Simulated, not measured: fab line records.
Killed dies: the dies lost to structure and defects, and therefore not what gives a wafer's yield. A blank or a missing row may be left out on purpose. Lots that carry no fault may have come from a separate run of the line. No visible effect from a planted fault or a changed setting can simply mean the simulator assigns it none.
fab line records	flow n5-finfet
[record] lots = 7	wafers = 39
route steps=1938 shown WELL_APT@33 DUMMY_GATE@243 SD_EPI_P@321 SD_ACTIVATION@330 HKMG_FIN@406 MOL_CONTACT_COAG@616
start-h: hours from the record's opening day to when the first of the lot's shown wafers began	wait-h: how many hours have passed since the lot's step before this one	" identical to the entry in the row above	L1.1+2: a single row standing in for several wafers	- value missing, or start not given	* or withheld: withheld	< > ~ a bound
route shown NAME@n: NAME is a module with steps in the file, n the number in the route of the first one	usual: the fault-free wafers' mean and standard deviation	same: alike in all rows	chamber/n: place in a boat	sites: the reading at each site	_std_site: standard deviation across them	_edge_site: inner sites' mean taken away from outer sites' mean	radius-mm: how far each site lies from the wafer's centre	mask NAME#n: copy n	behind: the most recent tool/chamber to have shaped the wafer	hold: what put the lot on hold/how long, in hours/how the hold closed	device: whichever transistor did not switch (one of n, p or np)	end of line: the route-end tests of the same wafers	for a step that has no rows: nothing shown but its recipe	killed: count of dies lost to structure and defects at first sort (not the wafer's yield)	map: a wafer's dies, x killed, . not, _ none there
set.NAME: the setting as run; set.NAME@STEP: as run at that earlier step	model.NAME: the simulator's own value behind a step, which no gauge read
lots where settings were altered on purpose, with a table for each step and a row for each wafer
[[steps]]
[step N5_WELL_APT_IMPLANT_15]
[recipe] species = As	energy-kev = 25	dose-cm2 = 1.5e+13	tilt-deg = 0	rotation-deg = 0
lot.wafer	tool	chamber	start-h	wait-h	set.energy-kev	model.implant.rp-nm	model.implant.drp-nm
L077.1+4+6	implanter-01	0	32.16	0.1	25	18.04	8.457
L077.2+3+5	"	0	"	"	22.31	16.58	7.806
L079.1+2+6	implanter-02	0	43.99	0.1	25	19.06	8.457
L079.3+4+5	"	0	"	"	23.59	18.25	8.117
L081.1+3+4	implanter-02	0	56.54	0.1	23.29	17.36	8.045
L081.2+5+6	"	0	"	"	25	18.3	8.457
L083.1+3+5	implanter-02	0	68.08	0.1	25	18.52	8.457
L085.1+2+3	implanter-01	0	80.19	0.1	25	18.96	8.457
L085.4+5+6	"	0	"	"	28.1	20.7	9.194
L090.1+2+3+4+5+6	implanter-01	0	110.43	0.1	25	18.87	8.457
L093.1+4+5	implanter-02	0	128.10	0.1	25	19.58	8.457
L093.2+3+6	"	0	"	"	28.94	21.86	9.392
[step N5_DUMMY_GATE_ETCH_31]
[recipe] chemistry = C4F6/O2	target = SiO2	mask-material = SOC	target-depth-a = 825	time-s = 27.5	ion-energy-ev = 250	pressure-mtorr = 30	source-w = 345	bias-w = 185	Ar_flow_sccm = 300	C4F6_flow_sccm = 10	O2_flow_sccm = 10
lot.wafer	tool	chamber	start-h	wait-h	set.target-depth-a	model.etch.depth-nm	model.SOC_of_DUMMY_GATE_COAT_34.thk-nm
L077.1	rie-diel-02	0	65.57	0.1	825	80.91	52
L077.2	"	1	"	"	825	80.94	52
L077.3	"	3	"	"	751.8	75.88	52.6
L077.4	"	2	"	"	751.8	75.81	52.6
L077.5	"	0	"	"	825	80.87	52
L077.6	"	1	"	"	751.8	73.29	52.6
L079.1	rie-diel-03	3	80.02	0.0	825	80.45	52
L079.2	"	2	"	"	894.5	87.51	51.2
L079.3	"	1	"	"	825	82.82	51.6
L079.4	"	0	"	"	894.5	88.38	51
L079.5	"	3	"	"	894.5	87.26	51.2
L079.6	"	0	"	"	825	81.73	51.6
L081.1	rie-diel-06	0	88.63	0.1	825	82.47	51.6
L081.2	"	1	"	"	825	81.9	51.4
L081.3	"	3	"	"	750.2	75.03	52.2
L081.4	"	2	"	"	750.2	75.44	52.2
L081.5	"	3	"	"	825	82.42	51.6
L081.6	"	2	"	"	750.2	75.67	52
L083.1	rie-diel-06	3	101.23	0.0	825	83.31	51.6
L083.3	"	1	"	"	825	82.62	51.6
L083.5	"	2	"	"	825	83.28	51.8
L085.1	rie-diel-03	2	112.01	0.2	825	80.69	51.8
L085.2	"	0	"	"	825	82.61	51.6
L085.3	"	1	"	"	825	82.88	51.8
L085.4	"	2	"	"	825	81.01	51.8
L085.5	"	0	"	"	825	82.05	51.8
L085.6	"	1	"	"	825	83.42	51.6
L090.1	rie-diel-03	0	143.28	0.0	825	81.91	51.4
L090.2	"	2	"	"	776.4	75.95	52.2
L090.3	"	3	"	"	776.4	77.22	51.8
L090.4	"	1	"	"	825	83.37	51.6
L090.5	"	2	"	"	825	80.14	52
L090.6	"	3	"	"	776.4	78.02	52
L093.1	rie-diel-06	1	162.11	0.0	825	81.91	51.6
L093.2	"	0	"	"	825	82.73	51.4
L093.3	"	3	"	"	825	82.04	51.6
L093.4	"	2	"	"	825	82.76	51.4
L093.5	"	2	"	"	825	82.18	51.6
L093.6	"	3	"	"	825	80.99	51.8
[step N5_DUMMY_GATE_ETCH_42]
[recipe] chemistry = CHF3/O2	target = SiO2	target-depth-a = 35	time-s = 31	ion-energy-ev = 30	bias-w = 12	pressure-mtorr = 30	source-w = 600	Ar_flow_sccm = 200	CHF3_flow_sccm = 50	O2_flow_sccm = 5
[usual] rf-vpp-V = 42.3/0.87
lot.wafer	tool	chamber	start-h	wait-h	set.bias-w	rf-vpp-V
L077.1	rie-diel-06	1	66.07	0.0	12	42.7
L077.2	"	3	"	"	12	42.5
L077.3	"	2	"	"	12	42.0
L077.4	"	0	"	"	12	43.0
L077.5	"	2	"	"	12	42.6
L077.6	"	3	"	"	12	41.8
L079.1	rie-diel-03	1	80.52	0.0	13.3	47.2
L079.2	"	3	"	"	13.3	44.3
L079.3	"	2	"	"	12	42.3
L079.4	"	0	"	"	12	42.0
L079.5	"	2	"	"	13.3	44.1
L079.6	"	1	"	"	12	44.5
L081.1	rie-diel-06	3	89.12	0.0	12	41.4
L081.2	"	0	"	"	12	41.2
L081.3	"	1	"	"	10.81	38.6
L081.4	"	2	"	"	12	42.0
L081.5	"	0	"	"	10.81	38.2
L081.6	"	3	"	"	10.81	38.9
L083.1	rie-diel-03	3	101.73	0.0	12	41.2
L083.3	"	2	"	"	12	41.9
L083.5	"	3	"	"	12	41.0
L085.1	rie-diel-02	2	112.59	0.1	9.727	35.4
L085.2	"	1	"	"	9.727	37.4
L085.3	"	3	"	"	12	40.2
L085.4	"	1	"	"	12	42.1
L085.5	"	2	"	"	9.727	36.5
L085.6	"	3	"	"	12	41.6
L090.1	rie-diel-06	3	143.78	0.0	11.17	40.4
L090.2	"	0	"	"	12	42.1
L090.3	"	1	"	"	12	43.7
L090.4	"	2	"	"	12	42.7
L090.5	"	2	"	"	11.17	39.7
L090.6	"	3	"	"	11.17	39.1
L093.1	rie-diel-03	3	162.60	0.0	11.12	40.8
L093.2	"	1	"	"	12	43.6
L093.3	"	2	"	"	12	42.3
L093.4	"	0	"	"	11.12	40.6
L093.5	"	3	"	"	12	43.4
L093.6	"	0	"	"	11.12	39.6
[step N5_SD_EPI_P_EPI_21]
[recipe] material = SiGe:B	dopant = B	temp-c = 550	pressure-torr = 20	ambient = H2	time-s = 355
lot.wafer	tool	chamber	start-h	wait-h	set.temp-c	model.SiGe-B_of_SD_EPI_P_EPI_21.thk-nm
L077.1	epi-rpcvd-02	0	74.44	0.2	550	60.6
L077.2	"	0	"	"	550	61.2
L077.3	"	0	"	"	547.3	58.2
L077.4	"	0	"	"	550	61
L077.5	"	0	"	"	547.3	56.8
L077.6	"	0	"	"	547.3	57.6
L079.1	epi-rpcvd-01	0	87.87	0.1	550	63
L079.2	"	0	"	"	550	62.8
L079.3	"	0	"	"	550	62
L079.4+6	"	0	"	"	550	62.2
L079.5	"	0	"	"	550	61.8
L081.1+5	epi-rpcvd-01	0	97.61	0.1	551.7	64.2
L081.2	"	0	"	"	550	61.2
L081.3	"	0	"	"	551.7	63.8
L081.4	"	0	"	"	550	62.4
L081.6	"	0	"	"	550	61.4
L083.1	epi-rpcvd-02	0	109.13	0.1	550	60.6
L083.3	"	0	"	"	550	59.6
L083.5	"	0	"	"	550	60.4
L085.1+4	epi-rpcvd-01	0	120.66	0.2	550	62.2
L085.2+3	"	0	"	"	546.5	57
L085.5	"	0	122.58	2.0	550	61.6
L085.6	"	0	"	"	546.5	56.4
L090.1	epi-rpcvd-04	0	150.93	0.1	550	59.4
L090.2	"	0	"	"	550	60.4
L090.3+5	"	0	"	"	552	62.6
L090.4	"	0	"	"	552	62.4
L090.6	"	0	"	"	550	60.8
L093.1	epi-rpcvd-04	0	169.74	0.1	550	60
L093.2+4	"	0	"	"	550	60.8
L093.3	"	0	"	"	550	60.4
L093.5	"	0	"	"	550	59.8
L093.6	"	0	"	"	550	59.6
[step N5_SD_EPI_P_HM_STRIP_48]
[recipe] chemistry = H3PO4	temp-c = 160	material = SiNx	target = SiNx	target-depth-a = 30	overetch-fraction = 0.3
[step N5_SD_EPI_P_SRD_49]
[recipe] dry = ipa-marangoni	time-s = 30	temp-c = 23	rinse-liquid = diw
[step N5_SD_EPI_P_PRECLEAN_24]
[recipe] chemistry = O3/DIW	time-s = 45	temp-c = 22	o3-ppm = 10
lot.wafer	tool	chamber	start-h	wait-h	set.temp-c@SD_EPI_P_EPI_21	model.SiGe-B_of_SD_EPI_P_EPI_21.thk-nm
L077.1	wet-bench-06	2	77.46	0.0	550	60.2
L077.2	"	6	"	"	550	60.8
L077.3	"	4	"	"	547.3	57.8
L077.4	"	1	"	"	550	60.6
L077.5	"	3	"	"	547.3	56.4
L077.6	"	5	"	"	547.3	57.2
L079.1+2	wet-bench-06	0,7	90.19	0.0	550	62.4
L079.3+6	"	2,1	"	"	550	61.6
L079.4	"	3	"	"	550	61.8
L079.5	"	6	"	"	550	61.4
L081.1+5	wet-bench-01	2,5	99.93	0.0	551.7	63.8
L081.2	"	3	"	"	550	60.8
L081.3	"	6	"	"	551.7	63.2
L081.4	"	4	"	"	550	61.8
L081.6	"	7	"	"	550	61
L083.1+5	wet-bench-02	3,7	111.43	0.0	550	60
L083.3	"	0	"	"	550	59.2
L085.1+4	wet-bench-02	1,6	123.69	0.0	550	61.8
L085.2	"	2	"	"	546.5	56.6
L085.3	"	0	"	"	546.5	56.4
L085.5	"	5	"	"	550	61.2
L085.6	"	7	"	"	546.5	56
L090.1	wet-bench-02	6	153.24	0.0	550	59
L090.2	"	3	"	"	550	60
L090.3+5	"	2,4	"	"	552	62.2
L090.4	"	7	"	"	552	62
L090.6	"	5	"	"	550	60.4
L093.1	wet-bench-01	1	172.05	0.0	550	59.6
L093.2	"	2	"	"	550	60.2
L093.3	"	7	"	"	550	60
L093.4	"	6	"	"	550	60.4
L093.5	"	3	"	"	550	59.4
L093.6	"	0	"	"	550	59
[step N5_SD_EPI_P_PRECLEAN_32]
[recipe] chemistry = dHF	time-s = 10	dilution = 500:1	temp-c = 25
[step N5_SD_EPI_P_PRECLEAN_33]
[recipe] chemistry = SC2	time-s = 45	temp-c = 35	mix = 1:1:50
[step N5_SD_ACTIVATION_RTA_00]
[recipe] temp-c = 975	time-s = 0	ambient = N2	idle-temp-c = 600	ramp-up-c-per-s = 150	ramp-down-c-per-s = 60	cool-to-c = 600
[step N5_SD_ACTIVATION_LSA_01]
[recipe] temp-c = 1080	time-s = 0.0008	ambient = N2
[step N5_SD_ACTIVATION_RS_MEAS_03]
[recipe] thk-meas-gauge = four-point-probe
[usual] RS_SD_N = 21.8/0.31	RS_SD_P = 56.1/0.83
lot.wafer	tool	chamber	start-h	wait-h	set.temp-c@SD_EPI_P_EPI_21	RS_SD_N[ohm/sq]	RS_SD_P[ohm/sq]
L077.1	film-metro-01	-	77.96	0.2	550	21.5	57.7
L077.2	"	-	"	"	550	21.8	56.9
L077.3	"	-	"	"	547.3	21.8	59.9
L077.4	"	-	"	"	550	21.6	56.5
L077.5	"	-	"	"	547.3	21.5	61.5
L077.6	"	-	"	"	547.3	21.4	60.6
L079.1	film-metro-01	-	90.70	0.2	550	22.3	54.6
L079.2	"	-	"	"	550	22.4	54.5
L079.3	"	-	"	"	550	22.2	55.0
L079.4	"	-	"	"	550	22.3	54.7
L079.5	"	-	"	"	550	22.3	55.2
L079.6	"	-	"	"	550	21.9	55.3
L081.1	film-metro-02	-	100.44	0.2	551.7	21.2	52.8
L081.2	"	-	"	"	550	21.1	56.3
L081.3	"	-	"	"	551.7	21.4	53.7
L081.4	"	-	"	"	550	21.5	55.0
L081.5	"	-	"	"	551.7	21.5	53.4
L081.6	"	-	"	"	550	21.3	55.8
L083.1	film-metro-01	-	111.93	0.2	550	22.0	56.3
L083.3	"	-	"	"	550	21.7	57.6
L083.5	"	-	"	"	550	21.9	57.2
L085.1	film-metro-02	-	124.37	0.2	550	21.4	55.9
L085.2	"	-	"	"	546.5	21.4	60.9
L085.3	"	-	"	"	546.5	21.7	61.3
L085.4	"	-	"	"	550	21.5	55.4
L085.5	"	-	"	"	550	21.4	56.1
L085.6	"	-	"	"	546.5	21.6	61.6
L090.1	film-metro-01	-	153.79	0.2	550	21.9	57.6
L090.2	"	-	"	"	550	21.5	56.7
L090.3	"	-	"	"	552	21.5	55.0
L090.4	"	-	"	"	552	22.0	54.8
L090.5	"	-	"	"	552	21.8	54.6
L090.6	"	-	"	"	550	21.7	56.1
L093.1	film-metro-02	-	172.55	0.2	550	21.6	55.7
L093.2	"	-	"	"	550	22.1	55.4
L093.3	"	-	"	"	550	21.5	55.0
L093.4	"	-	"	"	550	22.0	55.8
L093.5	"	-	"	"	550	21.8	55.7
L093.6	"	-	"	"	550	21.8	56.2
[step N5_HKMG_FIN_ETCH_58]
[recipe] chemistry = N2/H2	target = SOC	target-depth-a = 2158	ion-energy-ev = 50	bias-w = 13	time-s = 741	pressure-mtorr = 30	source-w = 875	n2-flow-sccm = 200	h2-flow-sccm = 200
lot.wafer	tool	chamber	start-h	wait-h	set.target-depth-a	model.etch.depth-nm	model.HKMG_FIN.feature-depth-nm	model.SOC_of_HKMG_FIN_COAT_41.thk-nm
L077.1	rie-diel-05	1	91.14	0.0	2000	200.2	200.2	99.8
L077.2+5	"	2,1	"	"	2158	215.9	215.8	83.4
L077.3	"	3	"	"	2000	203	203	96.6
L077.4	"	0	"	"	2158	212.6	212.6	87.6
L077.6	"	0	"	"	2000	197.3	197.4	102.8
L079.1	rie-diel-04	1	103.70	0.0	2158	214.6	214.6	84.8
L079.2	"	2	"	"	2062	202.2	202.2	96.8
L079.3	"	0	"	"	2062	201.6	201.6	98
L079.4	"	2	"	"	2158	212.8	212.8	86.2
L079.5	"	1	"	"	2158	213.4	213.4	85.8
L079.6	"	0	"	"	2062	203.3	203.4	96.2
L081.1	rie-diel-01	2	114.31	0.0	2158	211.7	211.8	87.6
L081.2	"	0	"	"	1903	189.3	189.2	110
L081.3	"	3	"	"	1903	193.7	193.8	105.6
L081.4	"	1	"	"	1903	191.1	191.2	108.4
L081.5	"	1	"	"	2158	217.6	217.6	82.4
L081.6	"	2	"	"	2158	211.4	211.4	87.8
L083.1	rie-diel-05	3	125.58	0.0	2158	218.7	218.8	80.6
L083.3	"	0	"	"	2158	213.1	213	86.2
L083.5	"	3	"	"	2158	219.3	219.2	79
L085.1	rie-diel-04	0	138.66	0.0	2158	209	209	91.4
L085.2	"	1	"	"	2158	211.9	211.8	87.6
L085.3	"	3	"	"	2158	215.2	215.2	84.4
L085.4	"	2	"	"	2158	210.1	210.2	89.8
L085.5	"	1	"	"	2158	210.8	210.8	89.6
L085.6	"	0	"	"	2158	210.4	210.4	89.6
L090.1	rie-diel-05	2	167.13	0.0	2158	215.9	216	83.4
L090.2	"	0	"	"	2158	214.9	214.8	84.4
L090.3	"	1	"	"	2262	224.4	224.4	74.6
L090.4	"	3	"	"	2158	217.3	217.4	82.6
L090.5	"	3	"	"	2262	229.3	229.4	70.6
L090.6	"	0	"	"	2262	225.9	226	72
L093.1	rie-diel-01	1	186.40	0.0	2158	217.2	217.2	82.4
L093.2	"	3	"	"	2158	219.7	219.8	80.4
L093.3	"	0	"	"	2158	215.4	215.4	83.2
L093.4	"	2	"	"	2158	215.5	215.6	84.2
L093.5	"	2	"	"	2158	216	216	83.6
L093.6	"	1	"	"	2158	215.2	215.2	84.2
[step N5_MOL_CONTACT_COAG_ETCH_124]
[recipe] chemistry = CH3F/O2	target = SiNx	target-depth-a = 65	mask-material = SOC	stop-on = SiOC	over-etch-frac = 0.3	ion-energy-ev = 120	pressure-mtorr = 30	source-w = 395	bias-w = 73	Ar_flow_sccm = 150	CH3F_flow_sccm = 30	O2_flow_sccm = 20	ends = end-point
[usual] rf-vpp-V = 298/3
lot.wafer	tool	chamber	start-h	wait-h	set.source-w	rf-vpp-V
L077.1	rie-diel-04	2	117.49	0.0	331.4	322
L077.2	"	0	"	"	331.4	327
L077.3	"	1	"	"	331.4	323
L077.4	"	0	"	"	395	301
L077.5	"	1	"	"	395	297
L077.6	"	2	"	"	395	296
L079.1	rie-diel-01	3	132.26	0.0	373.6	302
L079.2	"	2	"	"	373.6	312
L079.3	"	0	"	"	373.6	305
L079.4	"	1	"	"	395	296
L079.5	"	2	"	"	395	304
L079.6	"	3	"	"	395	293
L081.1	rie-diel-01	1	143.25	0.0	395	296
L081.2	"	3	"	"	395	294
L081.3	"	0	"	"	395	299
L081.4	"	2	"	"	395	304
L081.5	"	3	"	"	395	293
L081.6	"	0	"	"	395	298
L083.1	rie-diel-01	2	156.13	0.0	395	303
L083.3	"	3	"	"	395	293
L083.5	"	0	"	"	395	301
L085.1	rie-diel-04	2	165.78	0.0	395	298
L085.2	"	3	"	"	395	299
L085.3	"	1	"	"	395	298
L085.4	"	1	"	"	395	299
L085.5	"	2	"	"	395	297
L085.6	"	3	"	"	395	298
L090.1	rie-diel-04	3	201.70	0.0	328.4	325
L090.2	"	0	"	"	395	301
L090.3	"	2	"	"	395	296
L090.4	"	0	"	"	395	303
L090.5	"	2	"	"	328.4	323
L090.6	"	3	"	"	328.4	327
L093.1	rie-diel-01	3	224.34	0.0	395	293
L093.2	"	1	"	"	459.5	276
L093.3	"	0	"	"	395	298
L093.4	"	1	"	"	459.5	275
L093.5	"	3	"	"	459.5	273
L093.6	"	0	"	"	395	299
[[key]]
[split] step = N5_WELL_APT_IMPLANT_15	setting = energy-kev	stated = 25	by = wafer
[response] step = N5_WELL_APT_IMPLANT_15	reading = model.implant.rp-nm	change = +0.141	per = 1%	r = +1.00
[response] step = N5_WELL_APT_IMPLANT_15	reading = model.implant.drp-nm	change = +0.0597	per = 1%	r = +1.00
[split] step = N5_DUMMY_GATE_ETCH_31	setting = target-depth-a	stated = 825	by = wafer
[response] step = N5_DUMMY_GATE_ETCH_31	reading = model.etch.depth-nm	change = +0.727	per = 1%	r = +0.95
[response] step = N5_DUMMY_GATE_ETCH_31	reading = model.SOC_of_DUMMY_GATE_COAT_34.thk-nm	change = -0.0667	per = 1%	r = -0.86
[split] step = N5_DUMMY_GATE_ETCH_42	setting = bias-w	stated = 12	by = wafer
[response] step = N5_DUMMY_GATE_ETCH_42	reading = rf-vpp-V	change = +0.277	per = 1%	r = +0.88
[split] step = N5_SD_EPI_P_EPI_21	setting = temp-c	stated = 550	by = wafer
[response] step = N5_SD_EPI_P_EPI_21	reading = model.SiGe-B_of_SD_EPI_P_EPI_21.thk-nm	change = +7.52	per = 1%	r = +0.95
[response] step = N5_SD_EPI_P_PRECLEAN_24	reading = model.SiGe-B_of_SD_EPI_P_EPI_21.thk-nm	change = +7.57	per = 1%	r = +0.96
[response] step = N5_SD_ACTIVATION_RS_MEAS_03	reading = RS_SD_P	change = -7.71	per = 1%	r = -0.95
[split] step = N5_HKMG_FIN_ETCH_58	setting = target-depth-a	stated = 2158	by = wafer
[response] step = N5_HKMG_FIN_ETCH_58	reading = model.etch.depth-nm	change = +1.99	per = 1%	r = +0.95
[response] step = N5_HKMG_FIN_ETCH_58	reading = model.HKMG_FIN.feature-depth-nm	change = +1.99	per = 1%	r = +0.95
[response] step = N5_HKMG_FIN_ETCH_58	reading = model.SOC_of_HKMG_FIN_COAT_41.thk-nm	change = -2.01	per = 1%	r = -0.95
[split] step = N5_MOL_CONTACT_COAG_ETCH_124	setting = source-w	stated = 395	by = wafer
[response] step = N5_MOL_CONTACT_COAG_ETCH_124	reading = rf-vpp-V	change = -1.49	per = 1%	r = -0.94
